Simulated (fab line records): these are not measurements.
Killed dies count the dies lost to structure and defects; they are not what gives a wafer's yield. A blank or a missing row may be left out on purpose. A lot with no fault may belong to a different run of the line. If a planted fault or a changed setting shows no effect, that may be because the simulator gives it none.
Chamber matching	flow nand-harc	rie-diel-01 running NHARC_A_STAIRCASE_TRIM_196: 4 sister chambers
The step chemistry O2, time 211.2 s. 8 wafers are shown with their chamber, then 8 later ones without.

WAFERS WITH THEIR CHAMBER
wafer	chamber	showerhead-plenum-p-Torr (Torr)	rf-vpp-V (V)
L079.4	3	3.54	58.5
L084.3	3	3.53	58.7
L084.5	1	3.43	57.9
L084.4	0	3.52	57.4
L083.3	2	3.41	56.7
L083.4	1	3.43	58.1
L083.6	0	3.52	57.5
L085.2	2	3.41	57.9

WAFERS WHOSE CHAMBER IS MISSING
wafer	showerhead-plenum-p-Torr (Torr)	rf-vpp-V (V)
L085.5	3.41	58.0
L085.6	3.53	55.8
L097.2	3.51	56.9
L097.3	3.39	58.1
L097.5	3.51	57.0
L097.1	3.41	58.7
L097.4	3.50	58.4
L097.6	3.50	58.5

WHICH CHAMBER EACH ONE RAN IN
wafer	from the rows above	in truth
L085.5	2	2
L085.6	can't be placed: 0 or 3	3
L097.2	0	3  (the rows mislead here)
L097.3	2	2
L097.5	0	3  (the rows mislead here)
L097.1	2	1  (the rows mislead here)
L097.4	0	0
L097.6	0	0
4 of 8 placed correctly. From these rows, 1 cannot be placed; in 1 the true chamber is one of the candidates. 3 placed wrongly.
How it was worked out, from the rows above alone: a wafer's distance from a chamber is the root of the sum, over the readings, of the square of ((its reading less the chamber's mean) divided by the reading's scatter). The wafer belongs to the nearest chamber; if the next one is less than 2 further off, it can't be placed. For every chamber, the mean is computed from those of its wafers that are shown. The scatter is the square root of a quotient: the sum, over the shown wafers, of each reading's squared deviation from its chamber's mean, divided by wafers minus chambers.
